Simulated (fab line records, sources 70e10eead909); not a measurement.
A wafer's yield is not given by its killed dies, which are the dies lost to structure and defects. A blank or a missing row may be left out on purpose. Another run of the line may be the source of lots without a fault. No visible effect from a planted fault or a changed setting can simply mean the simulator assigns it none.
Struck lot and sound lot, side by side / flow nand_harc / 14 steps out of a route of 1159
Sound: these wafers, L808.2, L808.3, L808.6. Wafers struck: L815.2, L815.3, L815.5. The cause is given at the end.
At each step with rows: each side's tool, then ch and its chambers, then its first start. Under that, the readings that differ: sound wafers / struck wafers / difference of the means / sigmas: that difference in standard deviations of wafers without a fault.
alike: words and numbers the same on both sides, and readings whose means are apart by under 2 such deviations; not compared: readings that were withheld, readings missing a value for some wafer, numbers with overlapping values and no deviation given by the record, and bounds like >300 which may hide the same value.
A row with sigmas, a row that says differs or no value, or rows on one side alone: a step with any of these is where the two part. When numbers do not overlap yet have no deviation, they are printed without sigmas and do not part them. A reading missing from all wafers of one side parts the sides only when that side holds two or more wafers.

first, 9 steps without rows for these wafers: NHARC_P_ZERO_WELL_STRIP_15 (strips in SPM, time 900 s); NHARC_P_ZERO_WELL_DEHYDRATE_16 (time 120 s); NHARC_P_ZERO_WELL_HMDS_17 (time 30 s); NHARC_P_ZERO_WELL_COAT_18; NHARC_P_ZERO_WELL_SOFTBAKE_19 (time 95 s); NHARC_P_ZERO_WELL_EBR_20; NHARC_P_ZERO_WELL_EXPOSE_21 (exposes mask P NWELL, target cd 720 nm); NHARC_P_ZERO_WELL_PEB_22 (peb time 85 s); NHARC_P_ZERO_WELL_DEVELOP_23 (time 70 s).
NHARC_P_ZERO_WELL_CD_MEAS_24: the cd target is 720 nm.
  sound on cd_sem-02 ch 0, day 1 14:21; struck on cd_sem-03 ch 0, day 3 08:36
  alike: cd_nm
then, 1 step without rows for these wafers: NHARC_P_ZERO_WELL_HARDBAKE_25 (time 80 s).
NHARC_P_ZERO_WELL_DESCUM_26: chemistry O2, time 3 s.
  sound on rie_diel-10 ch 0,1, day 1 14:31; struck on rie_diel-04 ch 2,3, day 3 08:46
  alike: chamber_pressure_mTorr, drypump_motor_current_A, oes_product_au, rf_vpp_V, showerhead_plenum_p_Torr, throttle_valve_pct
  not compared: rf_hours_counter_h
NHARC_P_ZERO_WELL_IMPLANT_27:
  sound on implanter-01 ch 0, day 1 14:41; struck on implanter-01 ch 0, day 3 09:21
  alike: beam_on_s, end_station_pressure_torr
following that, these wafers have no rows for 1 step: NHARC_P_ZERO_WELL_IMPLANT_57.

## WHERE THEY PART
Nowhere in this record.

WHY: what had been put in by the simulator
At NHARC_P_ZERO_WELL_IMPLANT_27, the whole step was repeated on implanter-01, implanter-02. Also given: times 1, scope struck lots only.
